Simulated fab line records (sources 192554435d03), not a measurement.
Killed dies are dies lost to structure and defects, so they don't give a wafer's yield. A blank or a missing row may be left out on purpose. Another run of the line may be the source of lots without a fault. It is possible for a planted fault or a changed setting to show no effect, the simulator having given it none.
fab line records	flow n5_finfet
record: lots: 7	wafers: 20	last_day: 17
route steps=1938 shown BEOL_M4@1049 PASSIVATION@1936
lots that met no fault: from a run of the same line without faults
start_h: start of the lot's first displayed wafer, in hours after the record's first day	wait_h: how many hours have passed since the lot's step before this one	" identical to the entry in the row above	L1.1+2: one row covering several wafers at once	- no value, or no start was given	* or withheld: withheld	< > ~ a bound
route shown NAME@n: NAME is a module with steps in the file, n the number in the route of the first one	usual: mean/standard deviation of fault-free wafers	same: alike in all rows	chamber/n: place in a boat	sites: per-site readings	_std_site: their standard deviation	_edge_site: outer sites' mean less inner sites'	radius_mm: for every site, how far away it sits from the centre of the wafer	mask NAME#n: copy n	behind: the tool/chamber that last shaped the wafer	hold: reason for holding the lot/hours on hold/outcome of the hold	device: transistor that didn't switch, given as n, p or np	end of line: the same wafers' tests at the end of the route	where a step has no rows: the recipe by itself	killed: count of dies lost to structure and defects at first sort (not the wafer's yield)	map: a wafer's dies, marking killed ones x, the rest . and places with no die _
set.NAME: the setting the step ran with; set.NAME@STEP: the setting that earlier step ran with	model.NAME: the simulator's own value behind a step, which no gauge read
a table for each step, a row for each wafer; lots at some steps of the route
services: the hour from which a tool's chamber was out of use, counted from the record's first day as start_h (under 0 if before that day), plus the number of hours and why
== steps ==
step: N5_BEOL_M4_COAT_76
recipe: resist: underlayer	temp_c: 205	time_s: 60	spin_rpm: 1500	resist_thk_nm: 5
step: N5_BEOL_M4_COAT_22
recipe: resist: CAR-EUV	spin_rpm: 1500	resist_thk_nm: 30
step: N5_BEOL_M4_EBR_24
recipe: solvent: PGMEA	ebr_width_mm: 1.5
step: N5_BEOL_M4_SOFTBAKE_23
recipe: temp_c: 110	time_s: 60	resist: CAR-EUV
step: N5_BEOL_M4_EXPOSE_25
recipe: mask_id: V3	na: 0.33	source_shape: quasar	sigma_inner: 0.2	sigma_outer: 0.8	polarization: unpolarized	defocus_nm: 5	dose_mj: 63
step: N5_BEOL_M4_PEB_26
recipe: peb_temp_c: 100	peb_time_s: 60	resist: CAR-EUV
step: N5_BEOL_M4_DEVELOP_27
recipe: develop_time_s: 30	developer: TMAH	resist: CAR-EUV	rinse_liquid: surfactant_rinse	dry: air_spin	dev_temp_c: 23
step: N5_BEOL_M4_CD_MEAS_28
recipe: target_cd_nm: 26.2	landing_energy_ev: 500	detector: se_inlens	target_cd_y_nm: 24.1	polarity: opening
usual: cd_nm: 26.19/0.25
same: landing_energy_ev: 500
lot.wafer	tool	chamber	start_h	wait_h	cd_nm
L260.1	cd_sem-02	0	173.13	-	26.30
L260.2	"	0	"	"	25.95
L260.6	"	0	"	"	26.02
L264.1	cd_sem-02	0	185.48	-	25.93
L264.4	"	0	"	"	26.44
L264.5	"	0	"	"	26.05
L266.2	cd_sem-01	0	203.57	-	26.06
L266.4	"	0	"	"	25.75
L266.5	"	0	"	"	26.06
L267.2	cd_sem-03	0	220.61	-	26.03
L267.3	"	0	"	"	26.10
L267.5	"	0	"	"	25.90
L269.2	cd_sem-03	0	232.20	-	26.30
L269.3	"	0	"	"	25.74
L273.1	cd_sem-03	0	244.94	-	26.19
L273.2	"	0	"	"	25.70
L273.3	"	0	"	"	26.20
L282.1	cd_sem-03	0	300.45	-	26.22
L282.2	"	0	"	"	25.95
L282.3	"	0	"	"	26.02
step: N5_BEOL_M4_OVL_MEAS_29
recipe: points_per_wafer: 522
usual: V3_OVL: -0.5/0.57
lot.wafer	tool	chamber	start_h	wait_h	V3_OVL[nm]
L260.1	overlay-01	0	173.16	0.0	-0.6
L260.2	"	0	"	"	-1.6
L260.6	"	0	"	"	-0.1
L264.1	overlay-02	0	185.51	0.0	-1.1
L264.4	"	0	"	"	-0.9
L264.5	"	0	"	"	-1.2
L266.2	overlay-02	0	203.61	0.0	-0.9
L266.4	"	0	"	"	0.4
L266.5	"	0	"	"	-0.2
L267.2	overlay-02	0	220.65	0.0	-0.4
L267.3	"	0	"	"	0.3
L267.5	"	0	"	"	0.8
L269.2	overlay-01	0	232.24	0.0	-0.6
L269.3	"	0	"	"	-1.0
L273.1	overlay-01	0	244.97	0.0	-1.0
L273.2	"	0	"	"	-1.1
L273.3	"	0	"	"	-1.5
L282.1	overlay-02	0	300.48	0.0	0.0
L282.2	"	0	"	"	-0.4
L282.3	"	0	"	"	-0.7
step: N5_BEOL_M4_INSPECT_30
recipe: mode: adi	inspect_instrument: brightfield
usual: raw_defect_count: 444/96
lot.wafer	tool	chamber	start_h	wait_h	raw_defect_count
L260.1	defect_inspect-02	-	173.22	0.1	540
L260.2	"	-	"	"	491
L260.6	"	-	"	"	608
L264.1	defect_inspect-02	-	185.57	0.1	469
L264.4	"	-	"	"	509
L264.5	"	-	"	"	470
L266.2	defect_inspect-01	-	203.66	0.0	336
L266.4	"	-	"	"	359
L266.5	"	-	"	"	296
L267.2	defect_inspect-01	-	220.70	0.0	327
L267.3	"	-	"	"	321
L267.5	"	-	"	"	322
L269.2	defect_inspect-01	-	232.29	0.0	308
L269.3	"	-	"	"	437
L273.1	defect_inspect-02	-	245.03	0.1	452
L273.2	"	-	"	"	339
L273.3	"	-	"	"	349
L282.1	defect_inspect-02	-	300.53	0.1	486
L282.2	"	-	"	"	464
L282.3	"	-	"	"	387
step: N5_BEOL_M4_DESCUM_33
recipe: chemistry: O2	time_s: 7	source_power_w: 50	bias_power_w: 20	pressure_mtorr: 20	rf_frequency_hz: 2.712e+07	temp_c: 40	resist: CAR-EUV	o2_flow_sccm: 225
usual: drypump_motor_current_A: 5.8/0.47	oes_product_au: 0.79/0.093	rf_vpp_V: 243.3/1.4	showerhead_plenum_p_Torr: 2.10/0.078	temp_c: 40.00/0.12	throttle_valve_pct: 20.30/0.25
lot.wafer	tool	chamber	start_h	wait_h	drypump_motor_current_A	oes_product_au	rf_hours_counter_h	rf_vpp_V	showerhead_plenum_p_Torr	temp_c	throttle_valve_pct
L260.1	rie_diel-01	3	173.25	0.0	5.1	0.80	62	244.1	2.21	39.95	20.07
L260.2	"	2	"	"	5.4	0.83	72	245.0	2.22	40.08	20.21
L260.6	"	1	"	"	6.1	0.71	-	240.5	1.99	39.93	20.26
L264.1	rie_diel-01	0	185.60	0.0	5.5	0.98	0	244.2	2.14	40.13	19.78
L264.4	"	1	"	"	6.1	0.72	200	242.0	1.99	39.94	20.24
L264.5	"	3	"	"	5.1	0.79	-	244.2	2.20	39.89	20.08
L266.2	rie_diel-01	2	203.69	0.0	5.4	0.81	82	243.3	2.22	40.14	20.25
L266.4	"	1	"	"	6.1	0.71	205	241.2	1.99	39.88	20.28
L266.5	"	0	"	"	5.5	0.95	-	244.0	2.14	40.13	19.79
L267.2	rie_diel-01	0	220.73	0.0	5.5	0.94	11	243.6	2.14	40.05	19.80
L267.3	"	1	"	"	6.1	0.71	211	241.6	1.99	40.11	20.29
L267.5	"	2	"	"	5.4	0.82	-	244.5	2.22	40.10	20.26
L269.2	rie_diel-01	3	232.32	0.0	5.1	0.79	82	244.5	2.20	39.77	20.09
L269.3	"	0	"	"	5.5	0.93	13	244.3	2.14	40.05	19.80
L273.1	rie_diel-05	0	245.07	0.0	5.2	0.69	245	244.4	2.15	40.01	20.58
L273.2	"	2	"	"	6.3	0.69	218	242.2	2.07	39.98	20.60
L273.3	"	3	"	"	5.4	0.72	213	243.9	2.06	40.02	20.58
L282.1	rie_diel-05	3	300.57	0.0	5.4	0.69	236	243.1	2.06	39.99	20.61
L282.2	"	0	"	"	5.2	0.95	5	244.4	2.15	39.88	20.19
L282.3	"	1	"	"	6.1	0.89	30	242.6	2.04	39.93	20.19
step: N5_BEOL_M4_ETCH_77
recipe: chemistry: N2/H2	target: underlayer	target_depth_a: 65	mask_material: CAR-EUV	time_s: 5.2	ion_energy_ev: 200	pressure_mtorr: 30	source_w: 840	bias_w: 150	n2_flow_sccm: 200	h2_flow_sccm: 200	ends: cleared
usual: drypump_motor_current_A: 5.8/0.47	etch_rf_on_time_s: 5.25/0.094	oes_product_au: 0.67/0.081	rf_vpp_V: 524.1/3	showerhead_plenum_p_Torr: 2.55/0.094	throttle_valve_pct: 17.75/0.27
lot.wafer	tool	chamber	start_h	wait_h	drypump_motor_current_A	etch_rf_on_time_s	oes_product_au	rf_hours_counter_h	rf_vpp_V	showerhead_plenum_p_Torr	throttle_valve_pct
L260.1	rie_diel-01	3	173.28	0.0	5.1	5.27	0.68	62	527.9	2.70	17.65
L260.2	"	2	"	"	5.4	5.15	0.70	72	527.7	2.69	17.61
L260.6	"	1	"	"	6.1	5.33	0.60	-	520.1	2.42	17.68
L264.1	rie_diel-01	0	185.64	0.0	5.5	5.28	0.82	0	527.2	2.61	17.22
L264.4	"	1	"	"	6.1	5.42	0.60	200	519.5	2.42	17.70
L264.5	"	3	"	"	5.1	5.29	0.69	-	527.6	2.69	17.67
L266.2	rie_diel-01	2	203.73	0.0	5.4	5.15	0.69	82	526.7	2.68	17.63
L266.4	"	1	"	"	6.1	5.37	0.60	205	521.6	2.42	17.69
L266.5	"	0	"	"	5.5	5.21	0.81	-	526.7	2.61	17.23
L267.2	rie_diel-01	0	220.77	0.0	5.5	5.26	0.81	11	526.3	2.60	17.24
L267.3	"	1	"	"	6.1	5.42	0.59	211	520.4	2.42	17.72
L267.5	"	2	"	"	5.4	5.11	0.68	-	526.8	2.68	17.65
L269.2	rie_diel-01	3	232.36	0.0	5.1	5.30	0.66	82	529.3	2.69	17.68
L269.3	"	0	"	"	5.5	5.24	0.79	13	525.2	2.60	17.22
L273.1	rie_diel-05	0	245.10	0.0	5.2	5.35	0.59	245	523.7	2.60	18.01
L273.2	"	2	"	"	6.3	5.29	0.59	218	523.2	2.52	18.06
L273.3	"	3	"	"	5.4	5.34	0.60	213	523.9	2.53	18.09
L282.1	rie_diel-05	3	300.60	0.0	5.3	5.30	0.59	236	521.8	2.52	18.12
L282.2	"	0	"	"	5.2	5.16	0.80	5	525.3	2.60	17.57
L282.3	"	1	"	"	6.2	5.19	0.77	30	522.1	2.49	17.69
step: N5_BEOL_M4_ETCH_69
recipe: chemistry: CF4	target: SiARC	target_depth_a: 156	mask_material: CAR-EUV	time_s: 26	ion_energy_ev: 80	pressure_mtorr: 40	source_w: 545	bias_w: 36	Ar_flow_sccm: 100	cf4_flow_sccm: 100	ends: cleared
usual: drypump_motor_current_A: 5.8/0.47	etch_rf_on_time_s: 26.3/0.4	oes_product_au: 0.67/0.082	rf_vpp_V: 184.1/1.2	showerhead_plenum_p_Torr: 2.15/0.074	throttle_valve_pct: 15.52/0.26
lot.wafer	tool	chamber	start_h	wait_h	drypump_motor_current_A	etch_rf_on_time_s	oes_product_au	rf_hours_counter_h	rf_vpp_V	showerhead_plenum_p_Torr	throttle_valve_pct
L260.1	rie_diel-01	3	173.30	0.0	5.1	26.8	0.69	62	184.1	2.25	15.30
L260.2	"	2	"	"	5.4	26.6	0.70	72	185.2	2.26	15.33
L260.6	"	1	"	"	6.1	27.1	0.60	-	183.3	2.05	15.56
L264.1	rie_diel-01	0	185.66	0.0	5.5	26.2	0.84	1	183.4	2.19	15.03
L264.4	"	1	"	"	6.1	26.7	0.61	200	182.7	2.04	15.58
L264.5	"	3	"	"	5.1	26.5	0.69	-	185.1	2.25	15.30
L266.2	rie_diel-01	2	203.74	0.0	5.4	30.9	0.63	82	184.5	2.26	15.36
L266.4	"	1	"	"	6.1	26.7	0.60	205	182.5	2.04	15.57
L266.5	"	0	"	"	5.5	26.0	0.82	-	186.1	2.19	15.03
L267.2	rie_diel-01	0	220.78	0.0	5.5	30.8	0.73	11	184.7	2.19	15.03
L267.3	"	1	"	"	6.1	31.8	0.55	211	184.3	2.04	15.58
L267.5	"	2	"	"	5.4	26.0	0.69	-	186.0	2.25	15.38
L269.2	rie_diel-01	3	232.38	0.0	5.1	31.1	0.62	82	185.4	2.25	15.33
L269.3	"	0	"	"	5.5	30.6	0.73	13	184.8	2.19	15.04
L273.1	rie_diel-05	0	245.12	0.0	5.2	26.5	0.59	245	183.2	2.19	15.78
L273.2	"	2	"	"	6.3	26.5	0.59	218	183.6	2.13	15.86
L273.3	"	3	"	"	5.4	26.4	0.61	213	183.4	2.12	15.83
L282.1	rie_diel-05	3	300.62	0.0	5.4	26.8	0.58	236	184.1	2.12	15.88
L282.2	"	0	"	"	5.2	25.7	0.80	5	185.5	2.19	15.31
L282.3	"	1	"	"	6.1	25.8	0.76	30	183.5	2.10	15.37
step: N5_BEOL_M4_ALD_98
recipe: material: SiO2	target_thk_a: 25	temp_c: 100	ald_precursor_family: BDEAS	ald_co_reactant: O2-plasma	pulse_time_s: 1	co_reactant_pulse_time_s: 1	purge_time_s: 2	co_reactant_purge_time_s: 2	ald_cycles: 17	pressure_torr: 2
usual: heater_power_outer_w: 40/4.5	heater_power_w: 76/9.7	precursor_pulse_height_rel: 0.997/0.022
same: co_reactant_pulse_time_s: 1
lot.wafer	tool	chamber	start_h	wait_h	heater_power_outer_w	heater_power_w	precursor_pulse_height_rel
L260.1	ald_sin-04	3	173.59	0.3	38	65	0.997
L260.2	"	0	"	"	38	69	1.010
L260.6	"	3	"	"	38	66	1.001
L264.1	ald_sin-03	3	185.99	0.3	39	74	1.029
L264.4	"	2	"	"	47	85	0.989
L264.5	"	3	"	"	39	75	0.980
L266.2	ald_sin-04	3	204.04	0.3	39	65	0.985
L266.4	"	1	"	"	40	79	0.993
L266.5	"	3	"	"	38	64	0.989
L267.2	ald_sin-04	3	220.91	0.1	39	64	1.009
L267.3	"	1	"	"	40	81	1.000
L267.5	"	2	"	"	38	76	0.998
L269.2	ald_sin-03	3	232.46	0.1	39	73	0.966
L269.3	"	0	"	"	44	84	1.005
L273.1	ald_sin-03	2	245.25	0.1	47	85	0.992
L273.2	"	1	"	"	42	81	0.999
L273.3	"	0	"	"	43	84	0.977
L282.1	ald_sin-01	2	300.71	0.1	38	71	1.015
L282.2	"	1	"	"	36	68	1.029
L282.3	"	0	"	"	36	67	0.984
step: N5_BEOL_M4_RC_MEAS_101
usual: DIBL_N: 36.3/1.4	DIBL_P: 35.7/1.5	IOFF_N: 0.155/0.022	IOFF_P: 0.204/0.027	ION_N: 671/9	ION_P: 459/6.2	SS_N: 71.5/0.54	SS_P: 73.1/0.56	VT_N: 250.2/2.6	VT_P: -251/3.3
lot.wafer	tool	chamber	start_h	wait_h	DIBL_N[mV/V]	DIBL_P[mV/V]	IOFF_N[nA/um]	IOFF_P[nA/um]	ION_N[uA/um]	ION_P[uA/um]	SS_N[mV/dec]	SS_P[mV/dec]	VT_N[mV]	VT_P[mV]
L260.1	prober-02	0	183.52	0.0	37.0	36.4	0.153	0.230	671	462	71.2	72.9	250.3	-247
L260.2	"	0	"	"	36.1	35.1	0.138	0.201	671	465	70.6	72.8	251.6	-249
L260.6	"	0	"	"	38.9	39.0	0.192	0.270	683	470	71.5	73.6	246.1	-244
L264.1	prober-01	0	192.01	0.5	36.0	35.3	0.150	0.212	667	462	71.3	72.4	250.2	-250
L264.4	"	0	"	"	36.3	36.4	0.172	0.219	675	464	70.9	73.1	247.4	-248
L264.5	"	0	"	"	36.5	35.3	0.163	0.215	677	465	71.1	73.4	248.7	-246
L266.2	prober-01	0	212.76	0.2	36.3	35.8	0.143	0.179	663	445	70.8	73.0	253.2	-255
L266.4	"	0	"	"	36.3	35.8	0.139	0.180	659	448	71.3	73.4	254.3	-257
L266.5	"	0	"	"	35.6	35.0	0.131	0.168	648	443	71.2	72.4	254.9	-257
L267.2	prober-02	0	227.01	0.2	34.1	34.7	0.141	0.209	677	469	71.1	73.3	250.9	-249
L267.3	"	0	"	"	34.7	35.2	0.147	0.224	672	464	72.2	73.5	250.2	-251
L267.5	"	0	"	"	34.5	34.8	0.141	0.210	679	464	70.9	73.1	249.0	-247
L269.2	prober-01	0	238.25	0.2	37.1	37.5	0.163	0.199	676	461	72.0	73.3	248.6	-251
L269.3	"	0	"	"	35.9	35.0	0.148	0.175	666	448	71.5	72.6	254.7	-254
L273.1	prober-01	0	253.09	0.0	38.4	35.7	0.183	0.193	682	453	72.0	73.8	246.3	-253
L273.2	"	0	"	"	35.8	34.0	0.140	0.165	666	454	71.2	72.9	252.3	-256
L273.3	"	0	"	"	34.6	32.4	0.125	0.148	664	452	70.7	72.7	250.8	-256
L282.1	prober-01	0	307.18	0.0	36.2	35.0	0.150	0.181	667	449	71.7	72.0	252.0	-255
L282.2	"	0	"	"	36.1	34.8	0.150	0.182	665	453	71.3	72.3	251.1	-255
L282.3	"	0	"	"	35.6	35.9	0.145	0.186	670	461	71.3	72.7	251.7	-253
step: N5_PASSIVATION_PROBE_49
usual: defect_limited_yield: 91.0/1.5	killed_at_M0_to_M3: 36/12	killed_at_M4_up: 14/5.5	killed_at_contacts: 11/4.8	killed_at_front_end: 42/12	killed_at_other: 3.7/2.7	killed_dies: 106/18	killed_open: 70/13	killed_short: 35/8.2	sort_bin_5_function: 5.3/1	sort_bin_6_memory: 3.3/0.69	sort_n_pass: 1074/18	sort_yield_pct: 91.0/1.5
same: gross_dies: 1180	killed_at_back_side: 0	sort_bin_4_leakage[%]: 0	sort_bin_8_speed[%]: 0
lot.wafer	tool	chamber	start_h	wait_h	defect_limited_yield[%]	killed_at_M0_to_M3	killed_at_M4_up	killed_at_contacts	killed_at_front_end	killed_at_other	killed_dies	killed_open	killed_short	sort_bin_5_function[%]	sort_bin_6_memory[%]	sort_n_pass	sort_yield_pct[%]
L260.1	prober-01	-	297.03	0.0	90.9	44	9	9	40	5	107	67	40	5.4	3.2	1073	90.9
L260.2	prober-01	-	297.08	0.1	88.3	54	11	13	58	2	138	89	47	7.5	3.7	1042	88.3
L260.6	prober-01	-	297.28	0.3	90.2	48	14	9	40	5	116	74	39	5.5	3.6	1064	90.2
L264.1	prober-01	-	300.46	0.0	91.4	34	11	12	41	4	102	58	44	5.8	2.4	1078	91.4
L264.4	prober-01	-	300.61	0.2	93.0	24	11	14	34	0	83	53	28	4.0	2.9	1097	93.0
L264.5	prober-01	-	300.66	0.2	92.8	25	17	6	35	2	85	58	27	3.9	3.2	1095	92.8
L266.2	prober-01	-	320.02	0.1	91.9	17	10	12	53	4	96	65	30	4.4	3.4	1084	91.9
L266.4	prober-01	-	320.12	0.2	93.8	18	16	4	34	1	73	44	28	3.7	1.8	1107	93.8
L266.5	prober-01	-	320.17	0.2	91.8	52	9	8	26	2	97	76	21	4.4	3.6	1083	91.8
L267.2	prober-02	-	326.56	0.1	92.6	23	13	9	41	1	87	50	37	5.1	2.2	1093	92.6
L267.3	prober-02	-	326.61	0.1	90.9	43	11	15	35	3	107	70	35	5.2	3.2	1073	90.9
L267.5	prober-02	-	326.71	0.2	91.4	48	6	12	32	3	101	73	27	5.6	2.8	1079	91.4
L269.2	prober-01	-	339.86	0.1	90.0	41	14	8	52	3	118	70	47	6.2	3.3	1062	90.0
L269.3	prober-01	-	339.91	0.1	93.6	33	7	8	25	3	76	47	29	4.0	1.9	1104	93.6
L273.1	prober-01	-	348.59	0.1	90.2	60	5	7	38	6	116	69	47	6.4	3.0	1064	90.2
L273.2	prober-01	-	348.64	0.1	90.4	35	23	7	45	3	113	70	39	5.5	3.8	1067	90.4
L273.3	prober-01	-	348.69	0.2	89.7	43	10	15	50	3	121	76	45	6.7	3.2	1059	89.7
L282.1	prober-01	-	413.45	0.0	93.4	23	11	12	29	3	78	52	24	3.6	2.5	1102	93.4
L282.2	prober-01	-	413.50	0.1	92.5	29	11	17	30	2	89	59	27	4.7	2.7	1091	92.5
L282.3	prober-01	-	413.55	0.1	93.1	35	11	4	25	7	82	55	23	4.4	2.1	1098	93.1
killed by level:class
L260.1 FIN_SAQP:geometric_particle:short=12 FIN_SAQP:geometric_particle:open=12 MOL_CONTACT_COAG:geometric_particle:open=8 BEOL_M0_SAQP:geometric_particle:short=8 BEOL_M1:geometric_particle:open=8 BEOL_M3:geometric_particle:open=8 BEOL_M2:geometric_particle:open=7 BEOL_M0_SAQP:geometric_particle:open=6
L260.2 BEOL_M2:geometric_particle:open=21 FIN_SAQP:geometric_particle:short=10 STI_FIN_REVEAL:geometric_particle:open=10 MOL_CONTACT_COAG:geometric_particle:open=9 BEOL_M3:geometric_particle:open=9 ILD0:geometric_particle:short=6 BEOL_M0_SAQP:geometric_particle:open=6 FIN_SAQP:geometric_particle:open=5
L260.6 FIN_SAQP:geometric_particle:open=12 BEOL_M2:geometric_particle:open=11 BEOL_M1:geometric_particle:open=10 BEOL_M0_SAQP:geometric_particle:short=9 FIN_SAQP:geometric_particle:short=8 MOL_CONTACT_COAG:geometric_particle:open=8 STI_FIN_REVEAL:geometric_particle:open=7 BEOL_M4:geometric_particle:open=6
L264.1 BEOL_M1:geometric_particle:short=11 STI_FIN_REVEAL:geometric_particle:open=9 MOL_CONTACT_COAG:geometric_particle:open=9 BEOL_M3:geometric_particle:open=9 FIN_SAQP:geometric_particle:short=5 GATE_CUT:geometric_particle:short=5 BEOL_M0_SAQP:geometric_particle:open=5 DUMMY_GATE:geometric_particle:open=4
L264.4 MOL_CONTACT_COAG:geometric_particle:open=12 BEOL_M0_SAQP:geometric_particle:short=8 STI_FIN_REVEAL:geometric_particle:open=7 GATE_CUT:geometric_particle:short=5 BEOL_M4:geometric_particle:open=4 FIN_SAQP:geometric_particle:short=3 DUMMY_GATE:geometric_particle:open=3 GATE_CUT:geometric_particle:open=3
L264.5 STI_FIN_REVEAL:geometric_particle:open=15 BEOL_M4:geometric_particle:open=8 FIN_SAQP:geometric_particle:open=6 BEOL_M0_SAQP:geometric_particle:short=6 MOL_CONTACT_COAG:geometric_particle:open=5 BEOL_M4:geometric_particle:short=5 BEOL_M1:geometric_particle:open=4 BEOL_M3:geometric_particle:open=4
L266.2 STI_FIN_REVEAL:geometric_particle:open=14 MOL_CONTACT_COAG:geometric_particle:open=11 FIN_SAQP:geometric_particle:open=9 FIN_SAQP:geometric_particle:short=6 BEOL_M3:geometric_particle:open=6 DUMMY_GATE:geometric_particle:short=4 GATE_CUT:geometric_particle:short=4 FIN_CUT:geometric_particle:open=3
L266.4 FIN_SAQP:geometric_particle:open=6 STI_FIN_REVEAL:geometric_particle:open=5 DUMMY_GATE:geometric_particle:open=5 BEOL_M3:geometric_particle:open=5 FIN_SAQP:geometric_particle:short=4 GATE_CUT:geometric_particle:short=4 MOL_CONTACT_COAG:geometric_particle:open=4 BEOL_M0_SAQP:geometric_particle:open=3
L266.5 BEOL_M2:geometric_particle:open=19 BEOL_M1:geometric_particle:open=14 MOL_CONTACT_COAG:geometric_particle:open=8 STI_FIN_REVEAL:geometric_particle:open=7 BEOL_M3:geometric_particle:open=7 FIN_SAQP:geometric_particle:open=5 BEOL_M0_SAQP:geometric_particle:open=4 BEOL_M8:geometric_particle:open=4
L267.2 BEOL_M0_SAQP:geometric_particle:short=11 STI_FIN_REVEAL:geometric_particle:open=9 MOL_CONTACT_COAG:geometric_particle:open=7 STARTING-WAFER:geometric_particle:short=6 FIN_SAQP:geometric_particle:open=5 STI_FIN_REVEAL:geometric_particle:short=5 BEOL_M4:geometric_particle:open=5 BEOL_M0_SAQP:geometric_particle:open=5
L267.3 MOL_CONTACT_COAG:geometric_particle:open=13 BEOL_M0_SAQP:geometric_particle:open=13 BEOL_M0_SAQP:geometric_particle:short=11 FIN_SAQP:geometric_particle:short=7 BEOL_M1:geometric_particle:open=7 STARTING-WAFER:geometric_particle:open=6 FIN_SAQP:geometric_particle:open=5 BEOL_M4:geometric_particle:open=5
L267.5 BEOL_M0_SAQP:geometric_particle:open=12 BEOL_M1:geometric_particle:open=12 MOL_CONTACT_COAG:geometric_particle:open=10 BEOL_M3:geometric_particle:open=10 BEOL_M0_SAQP:geometric_particle:short=8 FIN_SAQP:geometric_particle:open=6 FIN_SAQP:geometric_particle:short=5 GATE_CUT:geometric_particle:short=5
L269.2 DUMMY_GATE:geometric_particle:open=12 BEOL_M0:geometric_particle:open=10 BEOL_M0_SAQP:geometric_particle:short=9 FIN_SAQP:geometric_particle:open=8 BEOL_M2:geometric_particle:open=8 DUMMY_GATE:geometric_particle:short=7 BEOL_M2:geometric_particle:short=6 FIN_SAQP:geometric_particle:short=5
L269.3 BEOL_M0_SAQP:geometric_particle:short=12 BEOL_M0_SAQP:geometric_particle:open=10 MOL_CONTACT_COAG:geometric_particle:open=7 FIN_CUT:geometric_particle:open=4 DUMMY_GATE:geometric_particle:open=4 GATE_CUT:geometric_particle:open=3 BEOL_M3:geometric_particle:open=3 FIN_SAQP:geometric_particle:short=2
L273.1 BEOL_M0_SAQP:geometric_particle:short=14 BEOL_M0_SAQP:geometric_particle:open=13 BEOL_M2:geometric_particle:open=12 STI_FIN_REVEAL:geometric_particle:open=9 BEOL_M1:geometric_particle:open=7 FIN_SAQP:geometric_particle:short=5 MOL_CONTACT_COAG:geometric_particle:open=5 GATE_CUT:geometric_particle:short=5
L273.2 BEOL_M2:geometric_particle:open=13 STI_FIN_REVEAL:geometric_particle:open=12 GATE_CUT:geometric_particle:short=8 FIN_SAQP:geometric_particle:short=6 BEOL_M0_SAQP:geometric_particle:short=6 BEOL_M4:geometric_particle:open=6 MOL_CONTACT_COAG:geometric_particle:open=5 STI_FIN_REVEAL:geometric_particle:short=4
L273.3 STI_FIN_REVEAL:geometric_particle:open=15 BEOL_M2:geometric_particle:open=11 BEOL_M1:geometric_particle:open=11 MOL_CONTACT_COAG:geometric_particle:open=9 BEOL_M0_SAQP:geometric_particle:short=8 DUMMY_GATE:geometric_particle:open=7 GATE_CUT:geometric_particle:short=7 STI_FIN_REVEAL:geometric_particle:short=6
L282.1 MOL_CONTACT_COAG:geometric_particle:open=10 BEOL_M0_SAQP:geometric_particle:short=10 STARTING-WAFER:geometric_particle:open=8 DUMMY_GATE:geometric_particle:open=4 GATE_CUT:geometric_particle:open=4 BEOL_M2:geometric_particle:open=4 BEOL_M3:geometric_particle:open=4 BEOL_M4:geometric_particle:open=4
L282.2 MOL_CONTACT_COAG:geometric_particle:open=14 BEOL_M3:geometric_particle:open=8 STI_FIN_REVEAL:geometric_particle:open=7 BEOL_M0_SAQP:geometric_particle:open=6 DUMMY_GATE:geometric_particle:open=4 BEOL_M0_SAQP:geometric_particle:short=4 BEOL_M1:geometric_particle:open=4 FIN_SAQP:geometric_particle:open=3
L282.3 BEOL_M3:geometric_particle:open=10 BEOL_M0:geometric_particle:open=8 BEOL_M2:geometric_particle:open=8 MOL_CONTACT_COAG:geometric_particle:open=4 MIM_TOP_ETCH:geometric_particle:open=4 FIN_SAQP:geometric_particle:short=3 STI_FIN_REVEAL:geometric_particle:open=3 DUMMY_GATE:geometric_particle:open=3
== services ==
tool	chamber	start_h	hours	kind
ald_sin-04	-	153.72	1.1	repair
rie_diel-01	0	162.56	-	clean
rie_diel-01	0	162.56	-	consumable_replace:esc
rie_diel-01	0	162.56	-	consumable_replace:focus_ring
rie_diel-01	0	162.56	21.0	scheduled_down
rie_diel-01	0	162.56	21.0	vent_cycle
ald_sin-04	-	176.75	14.0	pm
ald_sin-04	0	176.75	14.0	vent_cycle
ald_sin-04	1	176.75	14.0	vent_cycle
rie_diel-05	1	202.25	-	clean
rie_diel-05	1	202.25	-	consumable_replace:focus_ring
rie_diel-05	1	202.25	14.5	scheduled_down
rie_diel-05	1	202.25	14.5	vent_cycle
rie_diel-01	0	225.59	5.0	repair
ald_sin-01	-	242.63	2.0	repair
rie_diel-01	1	246.01	6.7	repair
ald_sin-04	0	248.06	3.2	repair
rie_diel-05	0	261.01	-	clean
rie_diel-05	0	261.01	-	consumable_replace:focus_ring
rie_diel-05	0	261.01	24.8	scheduled_down
rie_diel-05	0	261.01	24.8	vent_cycle
ald_sin-03	-	268.25	14.0	pm
ald_sin-01	3	286.04	5.6	repair
rie_diel-01	1	300.08	2.1	repair
== key ==
first_sign: step: N5_BEOL_M4_ETCH_69	reading: etch_rf_on_time_s	direction: up	sigmas: 12	usual: *	struck: *
effect none on later readings
met_at N5_BEOL_M4_ETCH_69
struck_wafers L266.2,L267.2,L267.3,L269.2,L269.3
onset_between 185.66 203.74
fault: kind: process_parameter_drift	tool: rie_diel-01	chamber: -	onset_h: 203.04	steps: N5_BEOL_M4_ETCH_69	channel: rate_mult	offset: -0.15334	shape: step	end_h: 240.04	scope: struck_wafers_only
